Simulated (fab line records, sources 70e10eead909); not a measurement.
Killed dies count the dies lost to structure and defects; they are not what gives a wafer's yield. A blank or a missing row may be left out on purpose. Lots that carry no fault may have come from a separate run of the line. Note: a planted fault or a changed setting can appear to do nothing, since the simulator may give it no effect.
fab line records | flow nand-harc
record: lots: 14 | wafers: 42 | last-day: 24
route steps=1159 shown A_STAIRCASE@532
lots untouched by any fault: they come from a run of this same line in which no faults occurred
start-h: the number of hours between the record's first day and the start of the first shown wafer of the lot | wait-h: hours from the lot's prior step to this one | " unchanged from the row above | L1.1+2: several wafers, shown together as one row | - value missing, or start not given | * or withheld: withheld | < > ~ a bound
route shown NAME@n: names a module that has steps shown in the file, with the first one's number in the route | usual: the fault-free wafers' mean and standard deviation | same: alike in all rows | chamber/n: place in a boat | sites: each site's reading | _std_site: how widely they spread, as a standard deviation | _edge_site: mean of outer sites minus mean of inner sites | radius-mm: for every site, how far away it sits from the centre of the wafer | mask NAME#n: copy n | behind: the most recent tool/chamber to have shaped the wafer | hold: the reason the lot was held/the length of the hold in hours/how it ended | device: transistor that didn't switch, given as n, p or np | end of line: the route-end tests of the same wafers | a step with no rows: only its recipe | killed: count of dies lost to structure and defects at first sort (not the wafer's yield) | map: a wafer's dies, x killed, . not, _ none there
set.NAME: the setting the step ran with; set.NAME@STEP: the setting that earlier step ran with | model.NAME: the simulator's own value behind a step, which no gauge read
one table for each step of the route and one row for each wafer, over a sample of lots
services: the hour from which a tool's chamber was out of use, counted from the record's first day as start-h (under 0 if before that day), plus the number of hours and why
== steps ==
step: NHARC_A_STAIRCASE_ETCH_170
recipe: target-depth-a: 2000 | time-s: 66.667 | ion-energy-ev: 250 | c4f6-flow-sccm: 25 | o2-flow-sccm: 20 | ar-flow-sccm: 500 | rf-w: 600 | bias-w: 500 | chemistry: C4F6/O2
usual: drypump-motor-current-A: 5.7/0.34 | oes-product-au: 0.970/0.015 | rf-fwd-power-W: 594.9/2.4 | rf-vpp-V: 546/3.7 | showerhead-plenum-p-Torr: 3.90/0.18 | throttle-valve-pct: 26.904/0.009
lot.wafer | tool        | chamber | start-h | wait-h | drypump-motor-current-A | oes-product-au | rf-fwd-power-W | rf-hours-counter-h | rf-vpp-V | showerhead-plenum-p-Torr | throttle-valve-pct
L127.4    | rie-diel-07 | 0       | -       | -      | 6.3                     | 0.975          | 591.7          | 63                 | 540      | 3.66                     | 26.911
L127.6    | "           | 2       | "       | "      | 6.0                     | 0.985          | 596.7          | -                  | 544      | 3.75                     | 26.912
L127.5    | "           | 3       | "       | "      | 5.8                     | 0.983          | 596.6          | -                  | 550      | 4.02                     | 26.902
L130.2    | rie-diel-03 | 0       | -       | -      | 5.5                     | 0.962          | 597.8          | 6                  | 548      | 4.00                     | 26.911
L130.1    | "           | 1       | "       | "      | 5.8                     | 0.973          | 593.3          | 9                  | 552      | 4.19                     | 26.911
L130.5    | "           | 1       | "       | "      | 5.8                     | 0.968          | 592.4          | -                  | 551      | 4.19                     | 26.915
L132.3    | rie-diel-03 | 0       | -       | -      | 5.5                     | 0.973          | 595.8          | 9                  | 547      | 4.00                     | 26.905
L132.1    | "           | 2       | "       | "      | 5.7                     | 0.976          | 592.8          | 12                 | 547      | 4.00                     | 26.908
L132.6    | "           | 3       | "       | "      | 6.1                     | 0.973          | 595.7          | -                  | 549      | 4.03                     | 26.911
L133.3    | rie-diel-03 | 1       | -       | -      | 5.8                     | 0.957          | 593.2          | 11                 | 552      | 4.18                     | 26.910
L133.2    | "           | 2       | "       | "      | 5.8                     | 0.970          | 593.6          | 12                 | 550      | 4.00                     | 26.913
L133.6    | "           | 0       | "       | "      | 5.5                     | 0.971          | 597.1          | -                  | 549      | 4.00                     | 26.911
L134.2    | rie-diel-03 | 3       | -       | -      | 6.0                     | 0.957          | 595.0          | 21                 | 551      | 4.03                     | 26.902
L134.3    | "           | 1       | "       | "      | 5.8                     | 0.975          | 593.1          | 21                 | 551      | 4.18                     | 26.919
L134.4    | "           | 2       | "       | "      | 5.7                     | 0.983          | 592.0          | 21                 | 549      | 3.99                     | 26.902
L135.1    | rie-diel-02 | 1       | -       | -      | 5.4                     | 0.939          | 594.4          | 50                 | 542      | 3.70                     | 26.902
L135.6    | "           | 0       | "       | "      | 5.9                     | 0.942          | 596.9          | -                  | 545      | 3.84                     | 26.910
L135.5    | "           | 1       | "       | "      | 5.4                     | 0.949          | 594.8          | -                  | 543      | 3.70                     | 26.893
L141.4    | rie-diel-03 | 2       | -       | -      | 5.8                     | 0.971          | 593.3          | 34                 | 548      | 3.99                     | 26.902
L141.2    | "           | 0       | "       | "      | 5.5                     | 0.973          | 598.0          | 34                 | 548      | 3.98                     | 26.903
L141.5    | "           | 1       | "       | "      | 5.8                     | 0.988          | 593.8          | -                  | 551      | 4.17                     | 26.921
L142.1    | rie-diel-07 | 2       | -       | -      | 6.0                     | 0.978          | 590.3          | 30                 | 543      | 3.73                     | 26.908
L142.5    | "           | 1       | "       | "      | 5.6                     | 0.963          | 595.3          | -                  | 544      | 3.70                     | 26.912
L142.4    | "           | 2       | "       | "      | 6.1                     | 0.978          | 594.1          | -                  | 543      | 3.73                     | 26.902
L145.3    | rie-diel-02 | 0       | -       | -      | 5.9                     | 0.983          | 594.3          | 1                  | 544      | 3.83                     | 26.903
L145.2    | "           | 1       | "       | "      | 5.4                     | 0.970          | 594.4          | 1                  | 543      | 3.69                     | 26.906
L145.6    | "           | 3       | "       | "      | 5.0                     | 0.971          | 600.5          | -                  | 543      | 3.75                     | 26.907
L147.4    | rie-diel-02 | 0       | -       | -      | 5.9                     | 0.984          | 595.7          | 6                  | 545      | 3.82                     | 26.910
L147.2    | "           | 2       | "       | "      | 5.4                     | 0.966          | 593.7          | 5                  | 542      | 3.69                     | 26.889
L147.3    | "           | 3       | "       | "      | 5.0                     | 0.976          | 595.4          | 5                  | 544      | 3.75                     | 26.885
L148.2    | rie-diel-03 | 1       | -       | -      | 5.8                     | 0.951          | 593.4          | 52                 | 551      | 4.16                     | 26.920
L148.3    | "           | 2       | "       | "      | 5.7                     | 0.955          | 596.9          | 48                 | 548      | 3.98                     | 26.906
L148.1    | "           | 0       | "       | "      | 5.5                     | 0.972          | 598.6          | 50                 | 549      | 3.98                     | 26.903
L146.1    | rie-diel-07 | 1       | -       | -      | 5.6                     | 0.980          | 599.0          | 40                 | 544      | 3.69                     | 26.899
L146.3    | "           | 3       | "       | "      | 5.7                     | 0.982          | 593.8          | 34                 | 548      | 4.00                     | 26.907
L146.4    | "           | 0       | "       | "      | 6.3                     | 0.983          | 589.3          | 38                 | 552      | 4.20                     | 26.907
L149.2    | rie-diel-07 | 2       | -       | -      | 6.1                     | 0.977          | 595.6          | 44                 | 542      | 3.72                     | 26.899
L149.5    | "           | 0       | "       | "      | 6.3                     | 0.981          | 590.7          | -                  | 553      | 4.20                     | 26.892
L149.6    | "           | 1       | "       | "      | 5.6                     | 0.973          | 594.8          | -                  | 543      | 3.69                     | 26.895
L150.3    | rie-diel-03 | 2       | -       | -      | 5.8                     | 0.936          | 594.6          | 55                 | 548      | 3.97                     | 26.900
L150.1    | "           | 0       | "       | "      | 5.5                     | 0.932          | 598.1          | 57                 | 546      | 3.97                     | 26.902
L150.5    | "           | 2       | "       | "      | 5.7                     | 0.935          | 592.1          | -                  | 549      | 3.97                     | 26.889
step: NHARC_A_STAIRCASE_TRIM_16
recipe: time-s: 211.2 | o2-flow-sccm: 500 | ar-flow-sccm: 0 | bias-w: 0 | chemistry: O2
usual: drypump-motor-current-A: 5.7/0.33 | oes-product-au: 0.999/0.0073 | rf-vpp-V: 57.6/0.84 | showerhead-plenum-p-Torr: 3.51/0.16 | throttle-valve-pct: 17.037/0.0085
lot.wafer | tool        | chamber | start-h | wait-h | drypump-motor-current-A | oes-product-au | rf-hours-counter-h | rf-vpp-V | showerhead-plenum-p-Torr | throttle-valve-pct
L127.6    | rie-diel-03 | 2       | 227.56  | -      | 5.8                     | 1.002          | -                  | 59.8     | 3.61                     | 17.032
L127.5    | "           | 3       | "       | "      | 6.1                     | 1.001          | -                  | 57.5     | 3.64                     | 17.033
L127.4    | "           | 1       | "       | "      | 5.8                     | 1.003          | -                  | 56.5     | 3.77                     | 17.024
L130.1    | rie-diel-03 | 2       | 243.90  | -      | 5.8                     | 1.002          | 10                 | 56.7     | 3.60                     | 17.031
L130.2    | "           | 0       | "       | "      | 5.5                     | 0.999          | 6                  | 58.0     | 3.60                     | 17.040
L130.5    | "           | 2       | "       | "      | 5.7                     | 0.997          | -                  | 58.0     | 3.60                     | 17.036
L132.3    | rie-diel-03 | 3       | 251.59  | -      | 6.1                     | 1.007          | 13                 | 57.6     | 3.63                     | 17.034
L132.1    | "           | 0       | "       | "      | 5.5                     | 0.996          | 9                  | 58.4     | 3.60                     | 17.041
L132.6    | "           | 1       | "       | "      | 5.8                     | 0.998          | -                  | 57.8     | 3.77                     | 17.036
L133.2    | rie-diel-02 | 3       | 251.78  | -      | 5.0                     | 0.996          | 36                 | 57.8     | 3.38                     | 17.038
L133.3    | "           | 0       | "       | "      | 5.9                     | 1.004          | 38                 | 56.7     | 3.45                     | 17.031
L133.6    | "           | 1       | "       | "      | 5.4                     | 1.012          | -                  | 57.2     | 3.33                     | 17.052
L134.2    | rie-diel-03 | 0       | 278.22  | -      | 5.5                     | 0.997          | 19                 | 59.1     | 3.59                     | 17.032
L134.4    | "           | 1       | "       | "      | 5.8                     | 1.004          | 21                 | 58.7     | 3.76                     | 17.038
L134.3    | "           | 2       | "       | "      | 5.8                     | 1.388          | 21                 | 58.1     | 3.59                     | 17.021
L135.1    | rie-diel-03 | 2       | 287.18  | -      | 5.8                     | 1.006          | 24                 | 56.3     | 3.59                     | 17.047
L135.5    | "           | 1       | "       | "      | 5.8                     | 1.401          | -                  | 57.6     | 3.76                     | 17.031
L135.6    | "           | 2       | "       | "      | 5.8                     | 1.005          | -                  | 57.3     | 3.59                     | 17.037
L141.4    | rie-diel-07 | 3       | 314.61  | -      | 5.7                     | 0.980          | 24                 | 59.0     | 3.60                     | 17.048
L141.2    | "           | 0       | "       | "      | 6.3                     | 1.005          | 22                 | 57.7     | 3.80                     | 17.040
L141.5    | "           | 1       | "       | "      | 5.6                     | 0.979          | -                  | 57.6     | 3.32                     | 17.031
L142.1    | rie-diel-07 | 2       | 330.29  | -      | 6.1                     | 0.998          | 31                 | 56.3     | 3.35                     | 17.037
L142.4    | "           | 2       | "       | "      | 6.1                     | 1.000          | -                  | 57.3     | 3.35                     | 17.031
L142.5    | "           | 0       | "       | "      | 6.3                     | 0.994          | -                  | 57.8     | 3.79                     | 17.033
L145.2    | rie-diel-03 | 3       | 342.38  | -      | 6.1                     | 0.989          | 49                 | 58.0     | 3.61                     | 17.038
L145.3    | "           | 1       | "       | "      | 5.8                     | 0.990          | 48                 | 57.6     | 3.75                     | 17.033
L145.6    | "           | 0       | "       | "      | 5.5                     | 0.985          | -                  | 58.0     | 3.58                     | 17.059
L147.3    | rie-diel-07 | 0       | 355.62  | -      | 6.3                     | 1.005          | 37                 | 57.8     | 3.79                     | 17.036
L147.2    | "           | 1       | "       | "      | 5.6                     | 0.993          | 39                 | 57.1     | 3.31                     | 17.041
L147.4    | "           | 1       | "       | "      | 5.6                     | 0.999          | -                  | 57.0     | 3.31                     | 17.017
L148.2    | rie-diel-02 | 2       | 355.96  | -      | 5.4                     | 0.997          | 6                  | 58.3     | 3.31                     | 17.026
L148.1    | "           | 3       | "       | "      | 5.0                     | 0.999          | 6                  | 57.8     | 3.36                     | 17.044
L148.3    | "           | 0       | "       | "      | 5.9                     | 1.000          | 7                  | 58.2     | 3.44                     | 17.035
L146.4    | rie-diel-03 | 2       | 363.79  | -      | 5.8                     | 1.002          | 51                 | 58.1     | 3.58                     | 17.038
L146.1    | "           | 0       | "       | "      | 5.5                     | 1.001          | 54                 | 57.5     | 3.57                     | 17.047
L146.3    | "           | 1       | "       | "      | 5.8                     | 0.999          | 56                 | 58.1     | 3.74                     | 17.038
L149.2    | rie-diel-07 | 1       | 369.50  | -      | 5.6                     | 0.995          | 44                 | 56.3     | 3.31                     | 17.025
L149.5    | "           | 1       | "       | "      | 5.6                     | 0.993          | -                  | 58.1     | 3.31                     | 17.051
L149.6    | "           | 2       | "       | "      | 6.1                     | 0.999          | -                  | 57.4     | 3.34                     | 17.041
L150.3    | rie-diel-03 | 2       | 376.12  | -      | 5.8                     | 1.003          | 57                 | 59.4     | 3.57                     | 17.031
L150.1    | "           | 0       | "       | "      | 5.5                     | 0.997          | 60                 | 60.0     | 3.57                     | 17.031
L150.5    | "           | 2       | "       | "      | 5.8                     | 1.005          | -                  | 58.4     | 3.57                     | 17.042
step: NHARC_A_STAIRCASE_ETCH_19
recipe: target-depth-a: 1000 | time-s: 40.5 | ion-energy-ev: 400 | c4f8-flow-sccm: 20 | o2-flow-sccm: 10 | ar-flow-sccm: withheld | rf-w: 600 | bias-w: 1000 | chemistry: C4F8/O2
usual: oes-product-au: 0.941/0.011 | rf-fwd-power-W: 592/3 | rf-vpp-V: 895/5.9
lot.wafer | tool        | chamber | start-h | wait-h | oes-product-au | rf-fwd-power-W | rf-hours-counter-h | rf-vpp-V
L127.6    | rie-diel-03 | 3       | -       | -      | 0.939          | 595            | -                  | 900
L127.4    | "           | 1       | "       | "      | 0.934          | 589            | -                  | 906
L127.5    | "           | 2       | "       | "      | 0.939          | 595            | -                  | 900
L130.2    | rie-diel-03 | 2       | -       | -      | 0.947          | 593            | 10                 | 900
L130.1    | "           | 1       | "       | "      | 0.931          | 592            | 9                  | 904
L130.5    | "           | 3       | "       | "      | 0.943          | 592            | -                  | 900
L132.3    | rie-diel-03 | 1       | -       | -      | 0.947          | 587            | 12                 | 904
L132.1    | "           | 3       | "       | "      | 0.969          | 589            | 13                 | 900
L132.6    | "           | 2       | "       | "      | 0.931          | 591            | -                  | 899
L133.3    | rie-diel-02 | 1       | -       | -      | 0.956          | 591            | 38                 | 889
L133.2    | "           | 3       | "       | "      | 0.926          | 596            | 37                 | 891
L133.6    | "           | 2       | "       | "      | 0.936          | 593            | -                  | 888
L134.2    | rie-diel-03 | 3       | -       | -      | 0.932          | 592            | 22                 | 899
L134.4    | "           | 0       | "       | "      | 0.953          | 592            | 19                 | 898
L134.3    | "           | 1       | "       | "      | 0.947          | 590            | 21                 | 905
L135.1    | rie-diel-03 | 1       | -       | -      | 0.962          | 592            | 25                 | 904
L135.6    | "           | 0       | "       | "      | 0.953          | 597            | -                  | 897
L135.5    | "           | 1       | "       | "      | 0.968          | 589            | -                  | 905
L141.2    | rie-diel-07 | 0       | -       | -      | 0.935          | 588            | 22                 | 903
L141.4    | "           | 1       | "       | "      | 0.942          | 592            | 25                 | 888
L141.5    | "           | 1       | "       | "      | 0.932          | 596            | -                  | 889
L142.1    | rie-diel-07 | 0       | -       | -      | 0.932          | 585            | 28                 | 906
L142.4    | "           | 1       | "       | "      | 0.925          | 596            | 30                 | 888
L142.5    | "           | 3       | "       | "      | 0.961          | 595            | -                  | 899
L145.2    | rie-diel-03 | 0       | -       | -      | 0.931          | 594            | 47                 | 897
L145.3    | "           | 1       | "       | "      | 0.937          | 590            | 49                 | 903
L145.6    | "           | 0       | "       | "      | 0.922          | 596            | -                  | 898
L147.2    | rie-diel-07 | 1       | -       | -      | 0.941          | 593            | 39                 | 886
L147.3    | "           | 0       | "       | "      | 0.961          | 587            | 37                 | 905
L147.4    | "           | 1       | "       | "      | 0.935          | 594            | -                  | 887
L148.2    | rie-diel-02 | 1       | -       | -      | 0.937          | 590            | 7                  | 888
L148.1    | "           | 2       | "       | "      | 0.921          | 589            | 6                  | 887
L148.3    | "           | 0       | "       | "      | 0.932          | 592            | 7                  | 895
L146.3    | rie-diel-03 | 3       | -       | -      | 0.939          | 591            | 56                 | 899
L146.1    | "           | 0       | "       | "      | 0.941          | 596            | 54                 | 897
L146.4    | "           | 1       | "       | "      | 0.927          | 590            | 56                 | 902
L149.2    | rie-diel-07 | 0       | -       | -      | 0.951          | 589            | 41                 | 906
L149.6    | "           | 1       | "       | "      | 0.942          | 591            | -                  | 887
L149.5    | "           | 2       | "       | "      | 0.953          | 591            | -                  | 889
L150.1    | rie-diel-03 | 1       | -       | -      | 0.937          | 588            | 63                 | 903
L150.3    | "           | 2       | "       | "      | 0.929          | 593            | 57                 | 898
L150.5    | "           | 1       | "       | "      | 0.935          | 586            | -                  | 903
step: NHARC_A_STAIRCASE_TRIM_26
recipe: time-s: 211.2 | o2-flow-sccm: 500 | ar-flow-sccm: 0 | bias-w: 0 | chemistry: O2
usual: drypump-motor-current-A: 5.7/0.33 | oes-product-au: 0.999/0.0075 | rf-vpp-V: 57.7/0.94 | showerhead-plenum-p-Torr: 3.52/0.16 | throttle-valve-pct: 17.037/0.01
lot.wafer | tool        | chamber | start-h | wait-h | drypump-motor-current-A | oes-product-au | rf-hours-counter-h | rf-vpp-V | showerhead-plenum-p-Torr | throttle-valve-pct
L127.6    | rie-diel-03 | 2       | -       | -      | 5.8                     | 1.005          | -                  | 57.1     | 3.61                     | 17.011
L127.4    | "           | 3       | "       | "      | 6.1                     | 1.000          | -                  | 57.0     | 3.63                     | 17.042
L127.5    | "           | 1       | "       | "      | 5.8                     | 0.989          | -                  | 57.8     | 3.77                     | 17.034
L130.1    | rie-diel-03 | 0       | -       | -      | 5.5                     | 0.997          | 8                  | 58.6     | 3.60                     | 17.042
L130.2    | "           | 2       | "       | "      | 5.8                     | 1.014          | 11                 | 58.3     | 3.60                     | 17.042
L130.5    | "           | 3       | "       | "      | 6.1                     | 1.001          | -                  | 57.7     | 3.63                     | 17.040
L132.3    | rie-diel-03 | 1       | -       | -      | 5.8                     | 1.003          | 13                 | 57.8     | 3.77                     | 17.054
L132.1    | "           | 2       | "       | "      | 5.8                     | 1.014          | 14                 | 58.6     | 3.60                     | 17.046
L132.6    | "           | 1       | "       | "      | 5.8                     | 0.998          | -                  | 57.6     | 3.77                     | 17.030
L133.2    | rie-diel-03 | 1       | -       | -      | 5.8                     | 0.997          | 13                 | 57.6     | 3.77                     | 17.048
L133.3    | "           | 2       | "       | "      | 5.8                     | 1.004          | 14                 | 59.0     | 3.60                     | 17.017
L133.6    | "           | 2       | "       | "      | 5.8                     | 1.003          | -                  | 57.6     | 3.60                     | 17.028
L134.4    | rie-diel-03 | 0       | -       | -      | 5.5                     | 1.000          | 19                 | 57.9     | 3.59                     | 17.030
L134.3    | "           | 1       | "       | "      | 5.8                     | 0.988          | 22                 | 58.0     | 3.76                     | 17.034
L134.2    | "           | 2       | "       | "      | 5.7                     | 1.009          | 22                 | 58.8     | 3.59                     | 17.051
L135.1    | rie-diel-03 | 0       | -       | -      | 5.5                     | 0.997          | 23                 | 57.9     | 3.59                     | 17.031
L135.6    | "           | 0       | "       | "      | 5.5                     | 0.992          | -                  | 57.9     | 3.59                     | 17.044
L135.5    | "           | 1       | "       | "      | 5.8                     | 0.992          | -                  | 59.0     | 3.76                     | 17.041
L141.4    | rie-diel-02 | 3       | -       | -      | 5.0                     | 1.002          | 60                 | 55.4     | 3.37                     | 17.050
L141.2    | "           | 0       | "       | "      | 5.9                     | 1.009          | 61                 | 58.1     | 3.44                     | 17.040
L141.5    | "           | 3       | "       | "      | 5.0                     | 1.007          | -                  | 56.9     | 3.37                     | 17.056
L142.4    | rie-diel-07 | 1       | -       | -      | 5.6                     | 0.998          | 31                 | 57.8     | 3.32                     | 17.024
L142.1    | "           | 3       | "       | "      | 5.7                     | 0.994          | 28                 | 58.3     | 3.60                     | 17.044
L142.5    | "           | 0       | "       | "      | 6.3                     | 1.001          | -                  | 57.5     | 3.79                     | 17.032
L145.3    | rie-diel-07 | 1       | -       | -      | 5.6                     | 0.990          | 36                 | 58.6     | 3.31                     | 17.046
L145.2    | "           | 2       | "       | "      | 6.0                     | 1.008          | 37                 | 56.4     | 3.35                     | 17.031
L145.6    | "           | 2       | "       | "      | 6.0                     | 1.004          | -                  | 57.0     | 3.35                     | 17.039
L147.3    | rie-diel-07 | 1       | -       | -      | 5.6                     | 1.006          | 40                 | 57.3     | 3.31                     | 17.034
L147.2    | "           | 2       | "       | "      | 6.1                     | 1.003          | 41                 | 54.7     | 3.35                     | 17.050
L147.4    | "           | 1       | "       | "      | 5.6                     | 0.985          | -                  | 59.4     | 3.31                     | 17.036
L148.3    | rie-diel-02 | 1       | -       | -      | 5.4                     | 1.002          | 7                  | 56.0     | 3.31                     | 17.040
L148.1    | "           | 2       | "       | "      | 5.4                     | 0.999          | 6                  | 57.1     | 3.31                     | 17.039
L148.2    | "           | 3       | "       | "      | 5.0                     | 0.998          | 7                  | 57.8     | 3.36                     | 17.031
L146.1    | rie-diel-03 | 0       | -       | -      | 5.5                     | 0.987          | 55                 | 55.7     | 3.57                     | 17.036
L146.3    | "           | 1       | "       | "      | 5.8                     | 1.009          | 57                 | 59.3     | 3.74                     | 17.043
L146.4    | "           | 2       | "       | "      | 5.7                     | 1.000          | 53                 | 57.4     | 3.58                     | 17.033
L149.2    | rie-diel-07 | 3       | -       | -      | 5.7                     | 1.001          | 38                 | 57.0     | 3.60                     | 17.034
L149.5    | "           | 0       | "       | "      | 6.3                     | 0.997          | -                  | 59.0     | 3.78                     | 17.039
L149.6    | "           | 1       | "       | "      | 5.6                     | 0.987          | -                  | 56.8     | 3.31                     | 17.040
L150.1    | rie-diel-03 | 3       | -       | -      | 6.1                     | 0.998          | 64                 | 57.8     | 3.60                     | 17.048
L150.3    | "           | 1       | "       | "      | 5.8                     | 0.991          | 64                 | 58.8     | 3.74                     | 17.036
L150.5    | "           | 3       | "       | "      | 6.1                     | 1.003          | -                  | 57.1     | 3.60                     | 17.034
== services ==
tool        | chamber | start-h | hours | kind
rie-diel-03 | -       | 215.30  | 9.0   | pm
rie-diel-03 | 0       | 215.30  | 9.0   | vent-cycle
rie-diel-03 | 1       | 215.30  | 9.0   | vent-cycle
rie-diel-03 | 2       | 215.30  | 9.0   | vent-cycle
rie-diel-03 | 3       | 215.30  | 9.0   | vent-cycle
rie-diel-03 | 0       | 224.30  | -     | clean
rie-diel-03 | 1       | 224.30  | -     | clean
rie-diel-03 | 2       | 224.30  | -     | clean
rie-diel-03 | 3       | 224.30  | -     | clean
rie-diel-03 | 0       | 224.77  | 8.1   | repair
rie-diel-07 | -       | 228.37  | 9.0   | pm
rie-diel-07 | 0       | 241.42  | 3.2   | repair
rie-diel-03 | 1       | 245.13  | 1.9   | repair
rie-diel-03 | 0       | 248.89  | -     | clean
rie-diel-03 | 1       | 248.89  | -     | clean
rie-diel-03 | 2       | 248.89  | -     | clean
rie-diel-03 | 3       | 248.89  | -     | clean
rie-diel-02 | 2       | 254.31  | 11.7  | repair
rie-diel-03 | 0       | 273.39  | -     | clean
rie-diel-03 | 1       | 273.39  | -     | clean
rie-diel-07 | 3       | 320.10  | 10.3  | repair
rie-diel-02 | -       | 328.11  | 9.0   | pm
rie-diel-07 | -       | 349.49  | 0.6   | repair
rie-diel-07 | 2       | 373.39  | 6.5   | repair
== key ==
first-sign: step: NHARC_A_STAIRCASE_TRIM_16 | reading: oes-product-au | direction: up | sigmas: 54 | usual: 0.999 | struck: 1.394
effect none on later readings
met-at NHARC_A_STAIRCASE_TRIM_16
struck-lots L134,L135
struck-wafers L134.3,L135.5
later-rows-left-out L134.3,L135.5
sort-left-out L134.3,L135.5
tester-left-out L134,L135
not-acting-at NHARC_A_STAIRCASE_ETCH_170,NHARC_A_STAIRCASE_ETCH_19,NHARC_A_STAIRCASE_TRIM_26
onset-between 251.59 278.22
fault: kind: process-parameter-drift | tool: rie-diel-03 | chamber: - | onset-h: 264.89 | steps: NHARC_A_STAIRCASE_TRIM_16 | channel: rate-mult | offset: 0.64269 | shape: step | end-h: 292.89 | scope: struck-wafers-only
tester-left-out: of these lots the tester's yield and bins aren't shown, on N5 and GAA mostly nor the transistor test; their killed dies are dies lost to structure and defects alone, not to doping, threshold or leakage, so they don't give the yield
sort-left-out: the simulated sort isn't trusted on such a fault, so these wafers' sort isn't shown, and their yield isn't known
later-rows-left-out: the simulator's readings of these wafers behind a module that went badly wrong aren't trusted and aren't shown, but for the sort
